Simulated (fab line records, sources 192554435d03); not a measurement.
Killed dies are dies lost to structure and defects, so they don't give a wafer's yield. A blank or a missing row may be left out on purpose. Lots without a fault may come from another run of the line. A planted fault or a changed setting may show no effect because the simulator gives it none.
Which tool did it? | flow n5_finfet | 12 lots, 34 wafers sampled, at 3 steps of a route of 1938

WHAT THE GAUGES READ, wafer by wafer
N5_MIM_TOP_LITHO_CD_MEAS_08: target cd 2000 nm. Usual: cd_nm 2000.3 nm, standard deviation 1.7.
lot  | measured     | on        | cd_nm (nm)           | flag
L362 | day 13 06:09 | cd_sem-02 | 2000.4 2000.4 2001.9 |
L363 | day 13 13:43 | cd_sem-02 | 2000.3 2000.8 2001.5 |
L364 | day 13 17:50 | cd_sem-01 | 1998.8 2000.2 2000.2 |
L366 | day 14 09:03 | cd_sem-02 | 1999.1 2000.9 1998.7 |
L365 | day 13 22:01 | cd_sem-01 | 2000.9 2001.4        |
L367 | day 14 13:55 | cd_sem-02 | 1998.1 1997.6 1997.1 |
L368 | day 14 12:14 | cd_sem-02 | 1998.7 1996.8        |
L369 | day 14 19:25 | cd_sem-01 | 2002.1 2002.4 2002.0 |
L371 | day 15 04:06 | cd_sem-03 | 1999.4 1998.9 1999.5 |
L372 | day 15 07:28 | cd_sem-02 | 2002.6 2003.4 2001.1 |
L381 | day 18 08:15 | cd_sem-03 | 1999.2 2000.0 1996.5 |
L382 | day 18 20:58 | cd_sem-01 | 2002.2 1998.6 2000.0 |

WHICH TOOL RAN EACH LOT (tool, then ch and the chambers of the sampled wafers, then the start)
lot  | N5_BEOL_M1_SPUTTER_94        | N5_MIM_TOP_ALD_00
L362 | pvd_sputter-01, day 6 10:08  | ald_hk-01 ch 2,3, day 13 04:04
L363 | pvd_sputter-03, day 6 11:37  | ald_hk-01 ch 0,2,3, day 13 12:35
L364 | pvd_sputter-03, day 6 21:48  | ald_hk-03 ch 0,2,3, day 13 16:12
L366 | pvd_sputter-03, day 7 12:49  | ald_hk-02 ch 0,1,2, day 14 07:38
L365 | pvd_sputter-01, day 7 14:33  | ald_hk-03 ch 1,2, day 13 20:43
L367 | pvd_sputter-01, day 7 17:15  | ald_hk-01 ch 0,1,3, day 14 12:48
L368 | pvd_sputter-03, day 7 19:59  | ald_hk-01 ch 2,3, day 14 08:31
L369 | pvd_sputter-01, day 7 23:21  | ald_hk-01 ch 0,1,3, day 14 18:27
L371 | pvd_sputter-03, day 8 21:09  | ald_hk-03 ch 0,1,2, day 15 02:52
L372 | pvd_sputter-01, day 9 04:10  | ald_hk-03 ch 0,3, day 15 06:31
L381 | pvd_sputter-03, day 11 17:23 | ald_hk-02 ch 0,3, day 18 06:55
L382 | pvd_sputter-03, day 12 02:49 | ald_hk-02 ch 0,1, day 18 19:28
- N5_BEOL_M1_SPUTTER_94: material Cu, target thk 4.5 nm, time 8.29 s.
- N5_MIM_TOP_ALD_00: deposits Al2O3, purge time 3 s, co reactant pulse time 3 s.

WHAT THE TOOLS THEMSELVES READ (means of the sampled wafers that have a number; where no wafer has one, the mark that the record gives instead)
N5_BEOL_M1_SPUTTER_94. Usual: throttle_valve_pct 30.0 %, standard deviation 0.97.
lot  | tool           | throttle_valve_pct (%) | flag
L362 | pvd_sputter-01 | 29.8                   |
L363 | pvd_sputter-03 | 30.3                   |
L364 | pvd_sputter-03 | 30.1                   |
L366 | pvd_sputter-03 | 29.7                   |
L365 | pvd_sputter-01 | 30.1                   |
L367 | pvd_sputter-01 | 30.3                   |
L368 | pvd_sputter-03 | 30.0                   |
L369 | pvd_sputter-01 | 29.7                   |
L371 | pvd_sputter-03 | 29.9                   |
L372 | pvd_sputter-01 | 30.7                   |
L381 | pvd_sputter-03 | 29.9                   |
L382 | pvd_sputter-03 | 29.5                   |

N5_MIM_TOP_ALD_00. Usual: precursor_pulse_height_rel 1.002, standard deviation 0.02.
lot  | tool      | precursor_pulse_height_rel | flag
L362 | ald_hk-01 | 1.010                      |
L363 | ald_hk-01 | 0.978                      |
L364 | ald_hk-03 | 0.988                      |
L366 | ald_hk-02 | 0.995                      |
L365 | ald_hk-03 | 1.011                      |
L367 | ald_hk-01 | 0.979                      |
L368 | ald_hk-01 | 0.995                      |
L369 | ald_hk-01 | 0.989                      |
L371 | ald_hk-03 | 1.002                      |
L372 | ald_hk-03 | 0.994                      |
L381 | ald_hk-02 | 1.029                      |
L382 | ald_hk-02 | 0.987                      |

THE ANSWER, worked out from the rows above alone
Rule: a lot is off if the mean of its wafers that have a number lies more than 3 standard deviations from the usual mean. A lot without any number at a reading at which 4 lots or more have one is off too. The other lots that the step has rows for count as sound. The gauges are gone through in route order, then the tools' own readings, and for those a lot's mean is taken as printed above. The first step at which some lot is off is used, and at that step the reading that is off furthest; a lot without a number counts as furthest.
No lot is off at any reading shown: from this, nothing can be told.

WHAT THE SIMULATOR HAD PUT IN
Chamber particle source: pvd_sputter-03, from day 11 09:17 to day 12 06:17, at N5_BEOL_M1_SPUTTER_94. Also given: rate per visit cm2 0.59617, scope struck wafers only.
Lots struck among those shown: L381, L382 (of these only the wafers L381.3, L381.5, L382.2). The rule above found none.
